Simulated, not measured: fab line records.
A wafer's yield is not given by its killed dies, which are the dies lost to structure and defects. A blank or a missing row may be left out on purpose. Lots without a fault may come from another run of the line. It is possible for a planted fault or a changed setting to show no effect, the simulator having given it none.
Comparing a struck lot with a sound one    flow n5-finfet    19 steps out of a route of 1938
Sound: wafers L529.2, L529.3, L529.6. Wafers struck: L534.1, L534.2, L534.4. The cause is named last.
Order at every step that has rows: each side's tool, ch and its chambers, its first start. Under that, the readings that differ: sound wafers    struck wafers    difference of the means    sigmas: that difference in standard deviations of wafers without a fault.
alike: a reading whose means differ by less than 2 such deviations, as well as words and numbers matching on both sides. not compared: withheld readings; readings where some wafer has no value; bounds like >300 that might hide an equal value; numbers whose values overlap and for which the record gives no deviation.
The two part at a step that has a row with sigmas, a row that says differs or no value, or rows on one side only. Numbers that have no deviation but don't overlap get no sigmas and don't part them. A reading that every wafer of one side lacks parts them only if that side has two wafers or more.

first, 8 steps without rows for these wafers: N5_BEOL_M11_DESCUM_16 (chemistry O2, time 7.9 s); N5_BEOL_M11_ETCH_61 (etches SiARC in CF4, target depth 39 nm, time 65 s); N5_BEOL_M11_ETCH_62 (etches SOC in N2/H2, target depth 110 nm, overetch 22 nm, time 165 s); N5_BEOL_M11_STRIP_68 (strips in N2/H2); N5_BEOL_M11_STRIP_67 (strips in CF4); N5_BEOL_M11_HM_OPEN_17 (chemistry Cl2/BCl3, target TiN, target depth 20 nm, overetch 6 nm); N5_BEOL_M11_STRIP_19 (strips in O2); N5_BEOL_M11_COAT_63 (time 60 s, resist thk 100 nm).
N5_BEOL_M11_COAT_64: time 60 s, resist thk 30 nm.
  sound on litho-track-03 ch 0, day 14 09:17; struck on litho-track-03 ch 0, day 15 15:44
reading                                      sound                 struck                difference  sigmas
spin-speed-rpm (rpm)                         1501.1 1499.9 1503.2  1322.2 1321.2 1321.5  -179.8      -99 or more
model.SiARC_of_BEOL_M11_COAT_64.thk-nm (nm)  30.2 30 30.2          32 32 32.2            +2          
  alike: exhaust-pa
then, 7 steps without rows for these wafers: N5_BEOL_M11_COAT_22 (resist thk 90 nm); N5_BEOL_M11_EBR_24; N5_BEOL_M11_SOFTBAKE_23 (time 60 s); N5_BEOL_M11_EXPOSE_25 (exposes mask V10); N5_BEOL_M11_PEB_26 (peb time 60 s); N5_BEOL_M11_DEVELOP_27 (develop time 30 s); N5_BEOL_M11_DESCUM_33 (chemistry O2, time 7.9 s).
N5_BEOL_M11_ETCH_65: etches SiARC in CF4, target depth 39 nm, time 65 s.
  sound on rie-diel-02 ch 1,3, day 14 09:39; struck on rie-diel-01 ch 0,2,3, day 15 16:07
reading                                        sound             struck             difference  sigmas
etch-rf-on-time-s (s)                          65.1 63.8 63.4    68.3 68.0 68.6     +4.2        +4
model.etch.depth-nm (nm)                       30.15 30.08 30.1  32.08 32.02 32.11  +1.96       
model.CAR-ArF_of_BEOL_M11_COAT_22.thk-nm (nm)  55.6 56 55.8      53.6 53.8 53.6     -2.1        
  alike: bias-w, drypump-motor-current-A, oes-product-au, rf-vpp-V, showerhead-plenum-p-Torr, throttle-valve-pct
  not compared: rf-hours-counter-h
N5_BEOL_M11_ETCH_66: etches SOC in N2/H2, target depth 120 nm, overetch 24 nm, time 180 s.
  sound on rie-diel-02 ch 1,3, day 14 09:42; struck on rie-diel-01 ch 0,2,3, day 15 16:10
reading                                      sound           struck          difference  sigmas
model.SiARC_of_BEOL_M11_COAT_64.thk-nm (nm)  22.8 22.6 22.6  24.8 24.6 24.8  +2.1        
  alike: bias-w, drypump-motor-current-A, oes-product-au, rf-vpp-V, showerhead-plenum-p-Torr, throttle-valve-pct
  not compared: rf-hours-counter-h
then, 1 step without rows for these wafers: N5_BEOL_M11_STRIP_69 (strips in N2/H2).

## WHERE THEY PART
First at N5_BEOL_M11_COAT_64; last, within this record, at N5_BEOL_M11_ETCH_65. Later steps at which nothing parts them and some readings are alike: N5_BEOL_M11_ETCH_66.

WHY: what the simulator had put in
Process parameter drift: litho-track-03, from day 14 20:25 on, at N5_BEOL_M11_COAT_64. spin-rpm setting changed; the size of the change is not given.
